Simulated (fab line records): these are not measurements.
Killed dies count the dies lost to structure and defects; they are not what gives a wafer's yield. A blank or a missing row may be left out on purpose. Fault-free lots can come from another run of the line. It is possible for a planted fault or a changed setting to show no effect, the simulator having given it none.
Which tool was responsible? / flow nand harc / 24 lots, 72 wafers sampled, at 5 steps of a route of 1302

## WHAT EACH GAUGE READ, for each wafer
NHARC_A_ONON_D1_THK_MEAS_14: measures by ellipsometry.
lot=L074; measured=day 8 01:49; on=film metro-02; thk nm (nm)=1005 1005 1006
lot=L075; measured=day 8 13:03; on=film metro-01; thk nm (nm)=996 994 995
lot=L076; measured=day 8 13:03; on=film metro-02; thk nm (nm)=1006 1006 1005
lot=L078; measured=day 9 09:53; on=film metro-02; thk nm (nm)=994 994 994
lot=L077; measured=day 9 09:54; on=film metro-02; thk nm (nm)=988 990 990
lot=L079; measured=day 9 23:37; on=film metro-02; thk nm (nm)=994 994 994
lot=L081; measured=day 10 19:08; on=film metro-01; thk nm (nm)=1003 1002 1002
lot=L080; measured=day 10 19:08; on=film metro-02; thk nm (nm)=998 1001 1000
lot=L082; measured=day 11 04:08; on=film metro-01; thk nm (nm)=1003 1001 1001
lot=L083; measured=day 11 20:46; on=film metro-02; thk nm (nm)=1012 1014 1012
lot=L084; measured=day 12 10:14; on=film metro-01; thk nm (nm)=1005 1003 1005
lot=L085; measured=day 12 18:53; on=film metro-01; thk nm (nm)=1005 1006 1005
lot=L087; measured=day 13 03:44; on=film metro-01; thk nm (nm)=1008 1009 1010
lot=L086; measured=day 13 03:44; on=film metro-01; thk nm (nm)=995 998 997
lot=L088; measured=day 13 21:51; on=film metro-02; thk nm (nm)=999 996 998
lot=L089; measured=day 13 21:53; on=film metro-02; thk nm (nm)=1000 1000 1000
lot=L090; measured=day 14 14:19; on=film metro-02; thk nm (nm)=1001 1004 1005
lot=L091; measured=day 15 01:15; on=film metro-02; thk nm (nm)=1024 1022 1020
lot=L092; measured=day 15 07:07; on=film metro-02; thk nm (nm)=994 996 998
lot=L093; measured=day 15 17:41; on=film metro-01; thk nm (nm)=987 989 989
lot=L094; measured=day 15 23:27; on=film metro-02; thk nm (nm)=1002 1005 1004
lot=L095; measured=day 17 07:07; on=film metro-02; thk nm (nm)=991 990 992
lot=L096; measured=day 17 07:13; on=film metro-02; thk nm (nm)=996 996 995
lot=L097; measured=day 17 22:05; on=film metro-02; thk nm (nm)=980 979 981

NHARC_A_ONON_D1_THK_MEAS_24: measures by ellipsometry.
lot=L074; measured=day 8 10:41; on=film metro-01; thk nm (nm)=986 988 986
lot=L075; measured=day 8 21:57; on=film metro-01; thk nm (nm)=1015 1015 1015
lot=L076; measured=day 8 21:57; on=film metro-02; thk nm (nm)=1005 1003 1004
lot=L078; measured=day 9 19:02; on=film metro-02; thk nm (nm)=1004 1004 1002
lot=L077; measured=day 9 19:03; on=film metro-01; thk nm (nm)=992 993 992
lot=L079; measured=day 10 08:17; on=film metro-01; thk nm (nm)=1007 1008 1009
lot=L081; measured=day 11 04:22; on=film metro-02; thk nm (nm)=1003 1004 1004
lot=L080; measured=day 11 04:20; on=film metro-01; thk nm (nm)=1004 1004 1004
lot=L082; measured=day 11 14:10; on=film metro-01; thk nm (nm)=990 990 989
lot=L083; measured=day 12 05:44; on=film metro-01; thk nm (nm)=989 988 987
lot=L084; measured=day 12 20:57; on=film metro-02; thk nm (nm)=998 999 998
lot=L085; measured=day 13 05:03; on=film metro-02; thk nm (nm)=999 998 999
lot=L087; measured=day 13 12:39; on=film metro-02; thk nm (nm)=989 991 989
lot=L086; measured=day 13 12:40; on=film metro-02; thk nm (nm)=995 995 994
lot=L088; measured=day 14 09:33; on=film metro-02; thk nm (nm)=1009 1008 1008
lot=L089; measured=day 14 09:41; on=film metro-02; thk nm (nm)=997 998 997
lot=L090; measured=day 15 01:08; on=film metro-02; thk nm (nm)=1005 1007 1009
lot=L091; measured=day 15 11:52; on=film metro-02; thk nm (nm)=1013 1012 1012
lot=L092; measured=day 15 16:02; on=film metro-01; thk nm (nm)=991 991 989
lot=L093; measured=day 16 02:52; on=film metro-02; thk nm (nm)=1009 1007 1006
lot=L094; measured=day 16 08:23; on=film metro-02; thk nm (nm)=999 1001 998
lot=L095; measured=day 17 16:04; on=film metro-02; thk nm (nm)=1001 1000 1002
lot=L096; measured=day 17 16:05; on=film metro-02; thk nm (nm)=1004 1002 1003
lot=L097; measured=day 18 07:19; on=film metro-02; thk nm (nm)=985 984 984

NHARC_A_ONON_D1_THK_MEAS_30: measures by ellipsometry.
lot=L074; measured=day 8 11:49; on=film metro-01; thk nm (nm)=999 999 999
lot=L075; measured=day 8 23:14; on=film metro-01; thk nm (nm)=1002 1001 1002
lot=L076; measured=day 8 23:05; on=film metro-01; thk nm (nm)=999 998 1002
lot=L078; measured=day 9 20:10; on=film metro-01; thk nm (nm)=983 984 984
lot=L077; measured=day 9 20:10; on=film metro-02; thk nm (nm)=984 986 987
lot=L079; measured=day 10 09:26; on=film metro-02; thk nm (nm)=998 1001 999
lot=L081; measured=day 11 05:30; on=film metro-01; thk nm (nm)=991 993 991
lot=L080; measured=day 11 05:28; on=film metro-02; thk nm (nm)=1003 1004 1004
lot=L082; measured=day 11 15:17; on=film metro-02; thk nm (nm)=1010 1011 1009
lot=L083; measured=day 12 06:52; on=film metro-01; thk nm (nm)=1009 1009 1010
lot=L084; measured=day 12 22:05; on=film metro-02; thk nm (nm)=1005 1007 1003
lot=L085; measured=day 13 06:11; on=film metro-02; thk nm (nm)=994 994 995
lot=L087; measured=day 13 13:48; on=film metro-02; thk nm (nm)=994 996 996
lot=L086; measured=day 13 13:48; on=film metro-02; thk nm (nm)=999 999 1003
lot=L088; measured=day 14 10:40; on=film metro-02; thk nm (nm)=992 989 991
lot=L089; measured=day 14 10:49; on=film metro-02; thk nm (nm)=993 991 991
lot=L090; measured=day 15 02:16; on=film metro-02; thk nm (nm)=1003 1002 1002
lot=L091; measured=day 15 13:01; on=film metro-02; thk nm (nm)=996 995 994
lot=L092; measured=day 15 17:10; on=film metro-02; thk nm (nm)=1017 1016 1016
lot=L093; measured=day 16 04:00; on=film metro-02; thk nm (nm)=992 990 989
lot=L094; measured=day 16 09:30; on=film metro-02; thk nm (nm)=994 993 991
lot=L095; measured=day 17 17:12; on=film metro-02; thk nm (nm)=1000 1001 999
lot=L096; measured=day 17 17:13; on=film metro-02; thk nm (nm)=1011 1011 1012
lot=L097; measured=day 18 08:27; on=film metro-02; thk nm (nm)=979 978 978

NHARC_A_CHANNEL_HOLE_D1_OVL_MEAS_11.
lot=L074; measured=day 8 15:55; on=overlay-01; overlay x nm (nm)=-1.6 -1.5 -1.6; overlay y nm (nm)=-0.7 0.1 -0.4
lot=L075; measured=day 9 02:59; on=overlay-01; overlay x nm (nm)=0.7 0.2 0.7; overlay y nm (nm)=-1.2 -1.4 -1.0
lot=L076; measured=day 9 02:41; on=overlay-01; overlay x nm (nm)=1.0 1.3 1.5; overlay y nm (nm)=0.1 0.4 0.3
lot=L078; measured=day 10 00:51; on=overlay-01; overlay x nm (nm)=0.1 0.2 -0.1; overlay y nm (nm)=-0.8 -1.1 -1.1
lot=L077; measured=day 9 23:43; on=overlay-02; overlay x nm (nm)=0.3 0.2 0.5; overlay y nm (nm)=-1.3 -0.8 -1.1
lot=L079; measured=day 10 12:48; on=overlay-02; overlay x nm (nm)=-0.2 -0.7 -0.3; overlay y nm (nm)=-0.3 0.0 -0.6
lot=L081; measured=day 11 13:56; on=overlay-02; overlay x nm (nm)=1.3 1.4 2.0; overlay y nm (nm)=0.2 -0.2 -0.6
lot=L080; measured=day 11 12:08; on=overlay-01; overlay x nm (nm)=0.8 0.0 0.6; overlay y nm (nm)=-1.7 -2.1 -2.3
lot=L082; measured=day 11 20:58; on=overlay-02; overlay x nm (nm)=0.5 0.9 0.7; overlay y nm (nm)=1.2 0.8 1.7
lot=L083; measured=day 12 11:44; on=overlay-02; overlay x nm (nm)=0.1 0.1 0.4; overlay y nm (nm)=0.5 0.5 0.2
lot=L084; measured=day 13 01:28; on=overlay-01; overlay x nm (nm)=0.8 1.0 0.7; overlay y nm (nm)=0.6 0.8 1.0
lot=L085; measured=day 13 12:04; on=overlay-01; overlay x nm (nm)=0.2 0.3 0.1; overlay y nm (nm)=0.0 0.0 -0.2
lot=L087; measured=day 13 19:19; on=overlay-02; overlay x nm (nm)=1.1 1.0 1.2; overlay y nm (nm)=-0.4 0.0 -0.6
lot=L086; measured=day 13 17:17; on=overlay-02; overlay x nm (nm)=-0.2 -0.4 -0.1; overlay y nm (nm)=-0.1 -0.3 0.4
lot=L088; measured=day 14 14:00; on=overlay-02; overlay x nm (nm)=0.1 -0.2 0.1; overlay y nm (nm)=0.1 -0.1 0.1
lot=L089; measured=day 14 14:17; on=overlay-01; overlay x nm (nm)=-0.6 -0.5 -0.2; overlay y nm (nm)=-1.4 -1.2 -1.0
lot=L090; measured=day 15 05:37; on=overlay-02; overlay x nm (nm)=-0.3 -0.3 -0.1; overlay y nm (nm)=-0.8 -0.3 -1.0
lot=L091; measured=day 15 17:43; on=overlay-02; overlay x nm (nm)=-0.5 -0.5 -1.1; overlay y nm (nm)=-0.8 -0.3 -0.7
lot=L092; measured=day 15 20:37; on=overlay-02; overlay x nm (nm)=0.2 0.4 0.1; overlay y nm (nm)=1.4 0.9 1.2
lot=L093; measured=day 16 08:41; on=overlay-01; overlay x nm (nm)=0.3 -0.1 0.8; overlay y nm (nm)=1.3 1.3 0.7
lot=L094; measured=day 16 13:56; on=overlay-01; overlay x nm (nm)=-0.3 -0.5 -1.2; overlay y nm (nm)=-1.4 -1.3 -1.1
lot=L095; measured=day 17 22:49; on=overlay-01; overlay x nm (nm)=-0.1 0.8 0.4; overlay y nm (nm)=-0.3 -0.8 -0.8
lot=L096; measured=day 17 23:04; on=overlay-02; overlay x nm (nm)=-0.3 0.2 0.3; overlay y nm (nm)=-0.6 -1.1 0.0
lot=L097; measured=day 18 11:47; on=overlay-02; overlay x nm (nm)=0.0 0.0 0.3; overlay y nm (nm)=0.8 0.6 -0.2

## WHAT TOOL EACH LOT RAN ON (gives the tool, then ch and the chambers of the sampled wafers, and finally the start)
lot=L074; NHARC_A_ONON_D1_DEP_33=pecvd-02 ch 0,1,2, day 8 11:58
lot=L075; NHARC_A_ONON_D1_DEP_33=pecvd-01 ch 0,2, day 8 23:17
lot=L076; NHARC_A_ONON_D1_DEP_33=pecvd-04 ch 0,2, day 8 23:08
lot=L078; NHARC_A_ONON_D1_DEP_33=pecvd-02 ch 0,1, day 9 20:13
lot=L077; NHARC_A_ONON_D1_DEP_33=pecvd-04 ch 0,1,2, day 9 20:22
lot=L079; NHARC_A_ONON_D1_DEP_33=pecvd-01 ch 1,2, day 10 09:29
lot=L081; NHARC_A_ONON_D1_DEP_33=pecvd-04 ch 0,2, day 11 05:38
lot=L080; NHARC_A_ONON_D1_DEP_33=pecvd-02 ch 1,2, day 11 05:34
lot=L082; NHARC_A_ONON_D1_DEP_33=pecvd-01 ch 0,1,2, day 11 15:20
lot=L083; NHARC_A_ONON_D1_DEP_33=pecvd-01 ch 0,2, day 12 06:55
lot=L084; NHARC_A_ONON_D1_DEP_33=pecvd-04 ch 0,1, day 12 22:14
lot=L085; NHARC_A_ONON_D1_DEP_33=pecvd-04 ch 0,2, day 13 06:14
lot=L087; NHARC_A_ONON_D1_DEP_33=pecvd-04 ch 0,1,2, day 13 13:52
lot=L086; NHARC_A_ONON_D1_DEP_33=pecvd-01 ch 1,2, day 13 13:56
lot=L088; NHARC_A_ONON_D1_DEP_33=pecvd-02 ch 0,1, day 14 10:44
lot=L089; NHARC_A_ONON_D1_DEP_33=pecvd-04 ch 0,1,2, day 14 10:52
lot=L090; NHARC_A_ONON_D1_DEP_33=pecvd-02 ch 0,1, day 15 02:19
lot=L091; NHARC_A_ONON_D1_DEP_33=pecvd-04 ch 0,1, day 15 13:09
lot=L092; NHARC_A_ONON_D1_DEP_33=pecvd-04 ch 0,1,2, day 15 17:14
lot=L093; NHARC_A_ONON_D1_DEP_33=pecvd-02 ch 1,2, day 16 04:04
lot=L094; NHARC_A_ONON_D1_DEP_33=pecvd-02 ch 0,1,2, day 16 09:36
lot=L095; NHARC_A_ONON_D1_DEP_33=pecvd-04 ch 0,2, day 17 17:21
lot=L096; NHARC_A_ONON_D1_DEP_33=pecvd-01 ch 0,2, day 17 17:20
lot=L097; NHARC_A_ONON_D1_DEP_33=pecvd-01 ch 0,1, day 18 08:33
- NHARC_A_ONON_D1_DEP_33: deposits SiO2, target thk 200 nm.

## AS READ BY THE TOOLS THEMSELVES (means over the sampled wafers that have a number; for cases with no such wafer, the mark the record gives instead)
NHARC_A_ONON_D1_DEP_33.
lot=L074; tool=pecvd-02; chamber pressure Torr (Torr)=6.495; heater power w (W)=558; throttle valve pct (%)=15.9
lot=L075; tool=pecvd-01; chamber pressure Torr (Torr)=6.491; heater power w (W)=483; throttle valve pct (%)=15.9
lot=L076; tool=pecvd-04; chamber pressure Torr (Torr)=6.499; heater power w (W)=657; throttle valve pct (%)=16.0
lot=L078; tool=pecvd-02; chamber pressure Torr (Torr)=6.496; heater power w (W)=579; throttle valve pct (%)=16.3
lot=L077; tool=pecvd-04; chamber pressure Torr (Torr)=6.509; heater power w (W)=688; throttle valve pct (%)=16.0
lot=L079; tool=pecvd-01; chamber pressure Torr (Torr)=6.508; heater power w (W)=628; throttle valve pct (%)=15.9
lot=L081; tool=pecvd-04; chamber pressure Torr (Torr)=6.504; heater power w (W)=681; throttle valve pct (%)=15.8
lot=L080; tool=pecvd-02; chamber pressure Torr (Torr)=6.500; heater power w (W)=604; throttle valve pct (%)=15.8
lot=L082; tool=pecvd-01; chamber pressure Torr (Torr)=6.511; heater power w (W)=499; throttle valve pct (%)=16.3
lot=L083; tool=pecvd-01; chamber pressure Torr (Torr)=6.508; heater power w (W)=467; throttle valve pct (%)=16.7
lot=L084; tool=pecvd-04; chamber pressure Torr (Torr)=6.485; heater power w (W)=666; throttle valve pct (%)=16.2
lot=L085; tool=pecvd-04; chamber pressure Torr (Torr)=6.510; heater power w (W)=592; throttle valve pct (%)=16.1
lot=L087; tool=pecvd-04; chamber pressure Torr (Torr)=6.501; heater power w (W)=687; throttle valve pct (%)=16.2
lot=L086; tool=pecvd-01; chamber pressure Torr (Torr)=6.491; heater power w (W)=583; throttle valve pct (%)=16.0
lot=L088; tool=pecvd-02; chamber pressure Torr (Torr)=6.514; heater power w (W)=570; throttle valve pct (%)=16.4
lot=L089; tool=pecvd-04; chamber pressure Torr (Torr)=6.504; heater power w (W)=648; throttle valve pct (%)=16.1
lot=L090; tool=pecvd-02; chamber pressure Torr (Torr)=6.489; heater power w (W)=540; throttle valve pct (%)=16.2
lot=L091; tool=pecvd-04; chamber pressure Torr (Torr)=6.499; heater power w (W)=611; throttle valve pct (%)=16.3
lot=L092; tool=pecvd-04; chamber pressure Torr (Torr)=6.497; heater power w (W)=674; throttle valve pct (%)=16.1
lot=L093; tool=pecvd-02; chamber pressure Torr (Torr)=6.498; heater power w (W)=604; throttle valve pct (%)=16.2
lot=L094; tool=pecvd-02; chamber pressure Torr (Torr)=6.491; heater power w (W)=594; throttle valve pct (%)=16.3
lot=L095; tool=pecvd-04; chamber pressure Torr (Torr)=6.490; heater power w (W)=587; throttle valve pct (%)=16.2
lot=L096; tool=pecvd-01; chamber pressure Torr (Torr)=6.505; heater power w (W)=539; throttle valve pct (%)=16.0
lot=L097; tool=pecvd-01; chamber pressure Torr (Torr)=6.484; heater power w (W)=559; throttle valve pct (%)=16.4

## THE ANSWER, worked out from the rows above alone
Rule: what is usual is taken from the lots themselves. The widest of any qualifying gaps counts: lots, ordered by their means at a reading, are off when they make up no more than a third of the lots, leave a main group of 4 or more, and stand apart from it by 3 or more times the standard deviation of that group's means. If all means in a main group match to the digits the tables above print for the reading, that group is not used. A lot without any number at a reading at which 4 lots or more have one is off too. The other lots that the step has rows for count as sound. After the gauges, taken in route order, come the tools' own readings; for these a lot's mean is taken, as printed above. At the first step where some lot is off, the reading lying furthest off is the one used; lots without a number count as furthest.
Nothing can be told from this: no lot is off at any reading shown.

## WHAT HAD BEEN PUT IN BY THE SIMULATOR
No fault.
